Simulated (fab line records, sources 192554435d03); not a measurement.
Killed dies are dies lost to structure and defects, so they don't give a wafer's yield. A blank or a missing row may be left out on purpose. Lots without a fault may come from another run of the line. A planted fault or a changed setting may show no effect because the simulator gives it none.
Chamber matching | flow n5_finfet | N5_BEOL_M4_STRIP_66 on rie_diel-01: 4 sister chambers
The step strips in CF4. 4 wafers are shown with their chamber, then 8 later ones without.

WAFERS WITH THEIR CHAMBER
wafer  | chamber | showerhead_plenum_p_Torr (Torr)
L089.5 | 0       | 1.72
L090.2 | 1       | 1.75
L090.4 | 2       | 1.83
L094.1 | 3       | 1.63

WAFERS WITHOUT THEIR CHAMBER
wafer  | showerhead_plenum_p_Torr (Torr)
L094.3 | 1.75
L094.4 | 1.63
L096.2 | 1.75
L096.5 | 1.75
L096.6 | 1.71
L097.1 | 1.75
L097.5 | 1.71
L097.6 | 1.75

WHICH CHAMBER EACH WENT THROUGH
wafer  | from the rows above | in truth
L094.3 | 1                   | 1
L094.4 | 3                   | 3
L096.2 | 1                   | 1
L096.5 | 1                   | 1
L096.6 | 0                   | 0
L097.1 | 1                   | 1
L097.5 | 0                   | 0
L097.6 | 1                   | 1
Placed correctly: 8 of 8. Can't be placed from these rows: 0. Placed wrongly: 0.
How it was worked out, from the rows above alone: a wafer's distance from a chamber is the root of the sum, over the readings, of the square of ((its reading less the chamber's mean) divided by the reading's scatter). The wafer belongs to the nearest chamber; if the next one is less than 2 further off, it can't be placed. A chamber's mean is the mean of its shown wafers. The scatter: with one shown wafer a chamber, the root of the mean of the squares of how far each hidden wafer lies from its nearest shown one.
